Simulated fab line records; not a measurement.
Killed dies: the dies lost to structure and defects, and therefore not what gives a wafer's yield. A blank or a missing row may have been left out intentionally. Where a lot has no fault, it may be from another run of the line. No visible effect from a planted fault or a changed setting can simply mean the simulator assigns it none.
fab line records    flow n5_finfet
[record] lots = 9  wafers = 24  last_day = 18
route steps=1938 shown HKMG_FIN@433 BEOL_M4@1111 PASSIVATION@1936
lots untouched by any fault: they come from a run of this same line in which no faults occurred
start_h: hours from the record's first day to the start of the lot's first wafer shown    wait_h: time in hours since the lot's previous step    " identical to the entry in the row above    L1.1+2: a row that stands for several wafers    - no value, or no start was given    * or withheld: withheld    < > ~ a bound
route shown NAME@n: names a module that has steps shown in the file, with the first one's number in the route    usual: the fault-free wafers' mean and standard deviation    same: alike in all rows    chamber/n: place in a boat    sites: each site's reading    _std_site: the standard deviation of these    _edge_site: mean of outer sites minus mean of inner sites    radius_mm: how far each site lies from the wafer's centre    mask NAME#n: copy n    behind: the tool/chamber that last shaped the wafer    hold: what put the lot on hold/how long, in hours/how the hold closed    device: transistor that didn't switch, given as n, p or np    end of line: tests of these same wafers at the route's end    step lacking rows: just its recipe    killed: the dies lost at the first sort to structure and to defects; this is not the yield of the wafer    map: a wafer's dies, x killed, . not, _ none there
set.NAME: the setting that was run; set.NAME@STEP: the one run at that earlier step    model.NAME: the simulator's own value behind a step, which no gauge read
a sample of lots followed through the steps of the route, with each step as a table and each wafer as a row
services: when a tool's chamber went out of use (start_h, in hours from the record's first day, below 0 if earlier), for how many hours, and the reason
[[steps]]
[step N5_HKMG_FIN_DESCUM_17]
[recipe] chemistry = O2  time_s = 7.9  source_power_w = 50  bias_power_w = 20  pressure_mtorr = 20  rf_frequency_hz = 2.712e+07  temp_c = 40  resist = CAR-ArF  o2_flow_sccm = 225
[usual] drypump_motor_current_A = 5.6/0.55  oes_product_au = 0.77/0.08  rf_vpp_V = 242.9/1.2  showerhead_plenum_p_Torr = 2.08/0.049  throttle_valve_pct = 20.36/0.24
lot.wafer  tool         chamber  start_h  wait_h  drypump_motor_current_A  oes_product_au  rf_hours_counter_h  rf_vpp_V  showerhead_plenum_p_Torr  throttle_valve_pct
L856.1     rie_diel-05  0        109.59   0.0     6.1                      0.93            23                  241.2     2.06                      20.10
L856.3     "            1        "        "       5.8                      0.72            221                 242.4     2.07                      20.53
L856.4     "            3        "        "       6.0                      0.73            182                 246.3     2.15                      20.61
L858.3     rie_diel-05  2        119.13   0.1     5.5                      0.67            229                 244.6     2.15                      20.23
L858.5     "            0        "        "       6.1                      0.91            -                   242.1     2.06                      20.11
L858.6     "            3        "        "       6.1                      0.72            -                   244.9     2.15                      20.62
L863.3     rie_diel-06  0        145.46   0.1     5.6                      0.79            152                 243.2     2.09                      20.38
L863.5     "            3        "        "       5.5                      0.71            -                   241.1     1.98                      20.49
L864.3     rie_diel-06  2        155.05   0.6     6.6                      0.68            237                 242.6     1.97                      20.36
L864.6     "            0        "        "       5.6                      0.77            -                   243.5     2.09                      20.38
L866.4     rie_diel-05  1        165.49   0.1     5.7                      0.72            237                 242.8     2.06                      20.54
L866.5     "            1        "        "       5.7                      0.71            -                   241.6     2.06                      20.54
L866.6     "            2        "        "       5.5                      0.67            -                   243.9     2.15                      20.25
L867.3     rie_diel-01  2        175.24   0.0     6.4                      0.84            65                  243.4     2.12                      19.97
L867.5     "            3        "        "       5.2                      0.68            -                   242.2     2.05                      20.49
L868.3     rie_diel-01  0        176.89   0.5     4.9                      0.81            107                 242.8     2.03                      20.61
L868.5     "            2        "        "       6.4                      0.84            -                   244.0     2.12                      19.96
L868.6     "            1        "        "       5.0                      0.73            -                   241.9     2.07                      20.27
L869.2     rie_diel-05  3        183.80   0.0     6.0                      0.71            202                 242.5     2.14                      20.66
L869.3     "            1        "        "       5.8                      0.71            242                 242.8     2.06                      20.54
L869.6     "            3        "        "       6.1                      0.72            -                   244.2     2.14                      20.67
L873.1     rie_diel-06  0        209.16   0.0     5.6                      0.76            178                 241.6     2.08                      20.42
L873.2     "            1        "        "       4.9                      0.75            165                 241.8     2.01                      20.84
L873.5     "            3        "        "       5.4                      0.67            -                   240.0     1.97                      20.54
[step N5_HKMG_FIN_ETCH_35]
[recipe] chemistry = N2/H2  target = SOC  target_depth_a = 2158  ion_energy_ev = 65  bias_w = 5  source_w = 3000  time_s = 243.4  pressure_mtorr = 30  n2_flow_sccm = 200  h2_flow_sccm = 200
[usual] bias_w = 4.998/0.015  drypump_motor_current_A = 5.6/0.55  h2_flow_sccm = 200.1/0.61  oes_product_au = 0.77/0.08  rf_vpp_V = 141.5/0.93  showerhead_plenum_p_Torr = 2.53/0.059  throttle_valve_pct = 17.8/0.3
lot.wafer  tool         chamber  start_h  wait_h  bias_w  drypump_motor_current_A  h2_flow_sccm  oes_product_au  rf_hours_counter_h  rf_vpp_V  showerhead_plenum_p_Torr  throttle_valve_pct
L856.1     rie_diel-05  0        109.89   0.0     4.995   6.1                      200.3         0.90            23                  141.1     2.49                      17.5
L856.3     "            1        "        "       5.009   5.8                      199.3         0.72            221                 139.7     2.51                      17.9
L856.4     "            3        "        "       5.010   6.1                      201.1         0.72            182                 143.7     2.63                      18.1
L858.3     rie_diel-05  2        119.43   0.0     4.977   5.5                      199.5         0.67            229                 142.3     2.63                      17.8
L858.5     "            0        "        "       5.013   6.1                      200.0         0.91            -                   141.5     2.49                      17.5
L858.6     "            3        "        "       4.993   6.1                      200.8         0.72            -                   141.1     2.63                      18.1
L863.3     rie_diel-06  0        145.77   0.0     5.005   5.6                      200.7         0.79            152                 140.1     2.54                      17.8
L863.5     "            3        "        "       4.998   5.5                      200.1         0.69            -                   141.1     2.44                      18.3
L864.3     rie_diel-06  2        155.36   0.0     5.019   6.6                      199.2         0.69            238                 139.9     2.41                      17.9
L864.6     "            0        "        "       5.006   5.6                      199.1         0.79            -                   141.6     2.54                      17.7
L866.4     rie_diel-05  1        165.80   0.0     5.004   5.8                      199.9         0.70            237                 142.9     2.50                      18.0
L866.5     "            1        "        "       5.004   5.8                      201.1         0.70            -                   139.4     2.50                      18.0
L866.6     "            2        "        "       5.008   5.5                      200.1         0.67            -                   141.8     2.62                      17.9
L867.3     rie_diel-01  2        175.54   0.0     5.007   6.4                      200.4         0.85            66                  143.3     2.57                      17.3
L867.5     "            3        "        "       5.003   5.3                      200.0         0.66            -                   140.7     2.52                      18.1
L868.3     rie_diel-01  0        177.19   0.0     4.988   4.9                      200.5         0.81            107                 139.1     2.46                      17.9
L868.5     "            2        "        "       4.990   6.4                      199.5         0.85            -                   141.2     2.57                      17.3
L868.6     "            1        "        "       4.987   5.1                      199.8         0.74            -                   142.1     2.54                      17.8
L869.2     rie_diel-05  3        184.10   0.0     5.002   6.1                      199.0         0.72            202                 143.3     2.62                      18.2
L869.3     "            1        "        "       5.002   5.8                      200.2         0.70            242                 141.6     2.50                      17.9
L869.6     "            3        "        "       5.020   6.1                      199.7         0.72            -                   142.3     2.62                      18.2
L873.1     rie_diel-06  0        209.46   0.0     5.001   5.6                      199.9         0.76            178                 141.6     2.53                      17.8
L873.2     "            1        "        "       5.004   4.9                      200.6         0.75            166                 140.5     2.44                      18.1
L873.5     "            3        "        "       5.000   5.5                      199.8         0.67            -                   140.7     2.43                      18.4
[step N5_HKMG_FIN_STRIP_92]
[recipe] chemistry = N2/H2  material = SOC  time_s = 20  power_w = 500  temp_c = 40  pressure_mtorr = 50  rf_frequency_hz = 6e+07  bias_power_w = 8  h2_frac = 0.5  n2_flow_sccm = 300  h2_flow_sccm = 300
[usual] drypump_motor_current_A = 5.6/0.55  h2_flow_sccm = 299.9/0.91  oes_product_au = 0.77/0.082  power_w = 500.1/1.6  rf_vpp_V = 54.3/0.85  showerhead_plenum_p_Torr = 3.34/0.075  throttle_valve_pct = 19.0/0.4
lot.wafer  tool         chamber  start_h  wait_h  drypump_motor_current_A  h2_flow_sccm  oes_product_au  power_w  rf_hours_counter_h  rf_vpp_V  showerhead_plenum_p_Torr  throttle_valve_pct
L856.1     rie_diel-05  0        110.04   0.1     6.1                      300.8         0.91            498.8    23                  56.1      3.29                      18.8
L856.3     "            1        "        "       5.8                      299.0         0.72            499.4    221                 55.9      3.31                      19.1
L856.4     "            3        "        "       6.1                      298.7         0.73            500.9    183                 54.7      3.47                      19.2
L858.3     rie_diel-05  2        119.58   0.1     5.5                      300.5         0.66            500.1    229                 54.7      3.46                      19.3
L858.5     "            0        "        "       6.1                      300.6         0.91            501.5    -                   52.7      3.29                      18.8
L858.6     "            3        "        "       6.1                      300.0         0.73            499.7    -                   55.1      3.47                      19.2
L863.3     rie_diel-06  0        145.92   0.1     5.7                      299.8         0.79            497.0    152                 54.4      3.35                      18.8
L863.5     "            3        "        "       5.5                      299.8         0.68            499.0    -                   54.2      3.23                      20.0
L864.3     rie_diel-06  2        155.51   0.1     6.6                      299.6         0.68            501.0    238                 54.7      3.19                      19.2
L864.6     "            0        "        "       5.6                      300.6         0.79            499.8    -                   54.0      3.35                      18.8
L866.4     rie_diel-05  1        165.94   0.1     5.8                      298.4         0.70            502.1    237                 54.3      3.30                      19.1
L866.5     "            1        "        "       5.8                      298.7         0.70            500.1    -                   55.0      3.30                      19.1
L866.6     "            2        "        "       5.5                      301.3         0.65            501.8    -                   55.1      3.46                      19.3
L867.3     rie_diel-01  2        175.69   0.1     6.5                      300.5         0.85            498.4    66                  53.7      3.39                      18.3
L867.5     "            3        "        "       5.2                      298.0         0.67            501.0    -                   54.0      3.33                      19.4
L868.3     rie_diel-01  0        177.34   0.1     4.9                      299.8         0.80            500.9    108                 54.2      3.25                      18.9
L868.5     "            2        "        "       6.4                      299.9         0.85            498.9    -                   55.7      3.39                      18.3
L868.6     "            1        "        "       5.1                      298.4         0.74            501.3    -                   52.9      3.36                      18.9
L869.2     rie_diel-05  3        184.25   0.1     6.0                      298.4         0.70            500.3    202                 55.8      3.46                      19.3
L869.3     "            1        "        "       5.8                      299.7         0.70            500.9    242                 53.2      3.30                      19.1
L869.6     "            3        "        "       6.1                      298.5         0.71            501.3    -                   53.7      3.46                      19.3
L873.1     rie_diel-06  0        209.61   0.1     5.6                      299.8         0.76            497.0    178                 54.6      3.34                      18.8
L873.2     "            1        "        "       4.9                      297.6         0.75            497.4    166                 56.0      3.22                      19.0
L873.5     "            3        "        "       5.5                      299.5         0.67            500.3    -                   53.3      3.21                      20.0
[step N5_HKMG_FIN_ALD_71]
[recipe] material = TiN  target_thk_a = 10  temp_c = 400  ald_precursor_family = TiCl4  ald_co_reactant = NH3  pulse_time_s = 1  purge_time_s = 3  co_reactant_purge_time_s = 2  co_reactant_pulse_time_s = 2  ald_cycles = 47  pressure_torr = 3
[usual] ald_cycles = 47/0  heater_power_w = 848/85  precursor_pulse_height_rel = 1.004/0.021
[same] co_reactant_pulse_time_s = 2
lot.wafer  tool          chamber  start_h  wait_h  ald_cycles  heater_power_w  precursor_pulse_height_rel
L856.1     ald_metal-02  3        111.64   0.0     47          771             1.024
L856.3     "             0        "        "       47          861             1.006
L856.4     "             1        "        "       47          823             0.994
L858.3     ald_metal-01  0        121.25   0.0     47          847             1.008
L858.5     "             1        "        "       47          767             1.024
L858.6     "             2        "        "       47          779             1.030
L863.3     ald_metal-01  2        147.57   0.0     42          796             1.011
L863.5     "             0        "        "       47          833             1.006
L864.3     ald_metal-01  3        157.14   0.0     42          882             0.977
L864.6     "             1        "        "       42          802             0.978
L866.4     ald_metal-04  1        167.57   0.0     47          901             1.001
L866.5     "             0        "        "       47          950             1.017
L866.6     "             1        "        "       47          880             0.997
L867.3     ald_metal-01  0        177.42   0.0     42          825             1.016
L867.5     "             0        "        "       47          860             0.977
L868.3     ald_metal-04  2        179.09   0.0     47          733             1.003
L868.5     "             2        "        "       47          741             0.987
L868.6     "             3        "        "       47          956             1.003
L869.2     ald_metal-04  1        185.85   0.0     47          882             1.012
L869.3     "             3        "        "       47          959             1.014
L869.6     "             3        "        "       47          948             1.020
L873.1     ald_metal-02  3        211.31   0.0     47          768             1.037
L873.2     "             0        "        "       47          865             1.023
L873.5     "             0        "        "       47          853             1.003
[step N5_BEOL_M4_RC_MEAS_101]
[usual] DIBL_N = 36.0/1.8  DIBL_P = 36.3/2.4  IOFF_N = 0.16/0.035  IOFF_P = 0.21/0.036  ION_N = 673/13  ION_P = 461/7.2  SS_N = 71.4/0.6  SS_P = 73.2/0.7  VT_N = 250/4  VT_P = -250.9/2.9
lot.wafer  tool       chamber  start_h  wait_h  DIBL_N[mV/V]  DIBL_P[mV/V]  IOFF_N[nA/um]  IOFF_P[nA/um]  ION_N[uA/um]  ION_P[uA/um]  SS_N[mV/dec]  SS_P[mV/dec]  VT_N[mV]  VT_P[mV]
L856.1     prober-02  0        218.00   0.0     32.7          32.6          0.10           0.14           643           446           70.0          71.9          259       -257.7
L856.3     "          0        "        "       34.2          34.1          0.12           0.16           663           453           71.5          72.7          255       -254.1
L856.4     "          0        "        "       35.7          37.3          0.15           0.20           692           471           71.5          73.3          248       -249.6
L858.3     prober-02  0        223.76   0.3     36.7          37.7          0.18           0.24           675           466           71.9          74.2          250       -244.6
L858.5     "          0        "        "       36.1          36.2          0.16           0.20           673           461           71.7          74.1          252       -250.6
L858.6     "          0        "        "       37.2          37.3          0.17           0.22           670           464           72.3          74.1          252       -246.3
L863.3     prober-01  0        248.39   0.3     38.4          38.1          0.19           0.24           668           456           72.2          73.1          249       -248.0
L863.5     "          0        "        "       38.7          39.4          0.20           0.25           673           459           71.8          74.1          248       -248.3
L864.3     prober-01  0        250.43   0.3     33.3          33.1          0.12           0.18           667           456           70.8          72.4          253       -249.0
L864.6     "          0        "        "       35.3          34.6          0.14           0.20           674           463           70.9          72.5          252       -251.4
L866.4     prober-02  0        264.83   0.5     37.1          38.8          0.18           0.21           677           459           71.9          73.7          249       -252.9
L866.5     "          0        "        "       34.1          35.2          0.12           0.16           658           452           70.2          72.8          256       -257.1
L866.6     "          0        "        "       35.4          36.9          0.13           0.17           653           448           71.9          72.6          256       -255.8
L867.3     prober-01  0        276.26   0.3     32.1          31.1          0.09           0.14           637           442           70.4          72.0          260       -256.1
L867.5     "          0        "        "       34.3          32.7          0.11           0.15           664           460           70.6          72.1          256       -255.7
L868.3     prober-02  0        280.20   0.3     35.5          37.7          0.18           0.22           683           467           70.6          73.8          247       -248.6
L868.5     "          0        "        "       34.0          35.7          0.14           0.19           682           469           71.1          72.9          251       -251.5
L868.6     "          0        "        "       36.1          37.6          0.17           0.23           680           457           71.8          73.7          247       -248.3
L869.2     prober-01  0        286.77   0.2     37.1          38.5          0.16           0.23           678           465           71.7          73.3          251       -248.7
L869.3     "          0        "        "       35.1          35.2          0.12           0.20           664           463           71.3          72.1          257       -251.2
L869.6     "          0        "        "       37.7          38.7          0.17           0.24           680           470           71.9          73.4          250       -249.4
L873.1     prober-02  0        319.72   0.0     37.5          39.3          0.18           0.24           691           475           71.0          73.8          246       -246.5
L873.2     "          0        "        "       37.7          39.7          0.18           0.25           680           471           72.0          74.1          247       -247.2
L873.5     "          0        "        "       36.6          38.0          0.16           0.23           685           474           71.1          73.4          246       -248.1
[step N5_PASSIVATION_PROBE_49]
[usual] defect_limited_yield = 91.2/1.4  killed_at_M0_to_M3 = 35/11  killed_at_M4_up = 14/5.6  killed_at_contacts = 12/5.6  killed_at_front_end = 38/11  killed_at_other = 4/3.4  killed_dies = 103/17  killed_open = 68/12  killed_short = 33/8.8  sort_bin_5_function = 5.1/0.89  sort_bin_6_memory = 3.3/0.71  sort_n_pass = 1077/17  sort_yield_pct = 91.2/1.4
[same] gross_dies = 1180  killed_at_back_side = 0  sort_bin_4_leakage[%] = 0  sort_bin_8_speed[%] = 0
lot.wafer  tool       chamber  start_h  wait_h  defect_limited_yield[%]  killed_at_M0_to_M3  killed_at_M4_up  killed_at_contacts  killed_at_front_end  killed_at_other  killed_dies  killed_open  killed_short  sort_bin_5_function[%]  sort_bin_6_memory[%]  sort_n_pass  sort_yield_pct[%]
L868.3     prober-01  -        395.27   0.8     90.7                     37                  12               6                   52                   3                110          58           50            5.3                     3.6                   1070         90.7
L868.5     prober-01  -        395.37   0.9     90.7                     51                  10               15                  33                   1                110          69           39            5.6                     3.5                   1070         90.7
L868.6     prober-01  -        395.42   1.0     89.4                     45                  18               13                  48                   1                125          68           55            5.3                     4.7                   1055         89.4
L869.2     prober-01  -        401.70   0.1     89.7                     48                  16               17                  39                   2                122          75           47            6.4                     3.7                   1058         89.7
L869.3     prober-01  -        401.75   0.1     89.4                     50                  18               14                  39                   4                125          83           42            5.9                     4.3                   1055         89.4
L869.6     prober-01  -        401.90   0.3     90.1                     53                  13               20                  25                   6                117          73           39            5.3                     4.2                   1063         90.1
// killed by level:class
L868.3 STI_FIN_REVEAL:geometric_particle:open=12 FIN_SAQP:geometric_particle:short=10 BEOL_M3:geometric_particle:open=9 BEOL_M0_SAQP:geometric_particle:short=9 FIN_SAQP:geometric_particle:open=8 GATE_CUT:geometric_particle:short=8 STI_FIN_REVEAL:geometric_particle:short=7 BEOL_M0_SAQP:geometric_particle:open=7
L868.5 MOL_CONTACT_COAG:geometric_particle:open=15 BEOL_M1:geometric_particle:open=11 BEOL_M0_SAQP:geometric_particle:open=9 GATE_CUT:geometric_particle:short=8 BEOL_M0_SAQP:geometric_particle:short=8 BEOL_M0:geometric_particle:open=7 BEOL_M1:geometric_particle:short=6 BEOL_M3:geometric_particle:open=6
L868.6 FIN_SAQP:geometric_particle:short=14 MOL_CONTACT_COAG:geometric_particle:open=12 BEOL_M1:geometric_particle:open=9 BEOL_M4:geometric_particle:open=9 BEOL_M0:geometric_particle:open=7 BEOL_M1:geometric_particle:short=7 BEOL_M0_SAQP:geometric_particle:short=6 STARTING-WAFER:geometric_particle:short=6
L869.2 BEOL_M0_SAQP:geometric_particle:short=21 MOL_CONTACT_COAG:geometric_particle:open=12 BEOL_M0_SAQP:geometric_particle:open=10 BEOL_M1:geometric_particle:open=8 GATE_CUT:geometric_particle:short=7 BEOL_M2:geometric_particle:open=6 BEOL_M4:geometric_particle:open=6 GATE_CUT:geometric_particle:open=5
L869.3 BEOL_M0_SAQP:geometric_particle:short=16 MOL_CONTACT_COAG:geometric_particle:open=13 STI_FIN_REVEAL:geometric_particle:open=11 BEOL_M0_SAQP:geometric_particle:open=11 BEOL_M4:geometric_particle:open=11 BEOL_M1:geometric_particle:open=9 FIN_SAQP:geometric_particle:short=8 BEOL_M3:geometric_particle:open=6
L869.6 MOL_CONTACT_COAG:geometric_particle:open=18 BEOL_M0_SAQP:geometric_particle:short=17 BEOL_M0_SAQP:geometric_particle:open=12 GATE_CUT:geometric_particle:short=6 BEOL_M1:geometric_particle:open=6 BEOL_M2:geometric_particle:open=6 BEOL_M3:geometric_particle:open=6 STI_FIN_REVEAL:geometric_particle:open=4
[[services]]
tool          chamber  start_h  hours  kind
rie_diel-01   -        90.23    0.2    repair
ald_metal-02  2        104.32   27.5   repair
ald_metal-01  -        111.61   2.8    pm
rie_diel-05   -        147.49   16.3   repair
ald_metal-02  2        152.01   47.3   repair
rie_diel-01   1        164.18   2.6    repair
ald_metal-02  -        165.23   2.8    pm
ald_metal-01  1        165.80   31.0   repair
ald_metal-02  0        168.46   3.2    repair
rie_diel-01   3        181.79   -      clean
rie_diel-01   3        181.79   -      consumable_replace:focus_ring
rie_diel-01   3        181.79   19.2   scheduled_down
ald_metal-04  0        182.77   30.8   repair
rie_diel-06   2        186.97   -      clean
rie_diel-06   2        186.97   -      consumable_replace:focus_ring
rie_diel-06   2        186.97   -      consumable_replace:showerhead
rie_diel-06   2        186.97   13.7   scheduled_down
rie_diel-06   2        186.97   13.7   vent_cycle
ald_metal-04  2        188.80   22.7   repair
ald_metal-04  3        197.15   26.5   repair
rie_diel-05   2        197.50   -      clean
rie_diel-05   2        197.50   -      consumable_replace:focus_ring
rie_diel-05   2        197.50   21.7   scheduled_down
rie_diel-05   2        197.50   21.7   vent_cycle
[[key]]
[first_sign] step = N5_HKMG_FIN_ALD_71  reading = ald_cycles  direction = down  sigmas = 99+  usual = *  struck = *
effect none on later readings
met_at N5_HKMG_FIN_ALD_71
struck_lots L863,L864,L867
struck_wafers L863.3,L864.3,L864.6,L867.3
not_acting_at N5_HKMG_FIN_DESCUM_17,N5_HKMG_FIN_ETCH_35,N5_HKMG_FIN_STRIP_92
onset_between 121.25 147.57
[fault] kind = process_parameter_drift  tool = ald_metal-01  chamber = -  onset_h = 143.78  steps = N5_HKMG_FIN_ALD_71  channel = ald_cycles  offset = *  shape = step  end_h = 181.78  scope = struck_wafers_only  acts_in = *  stated = *
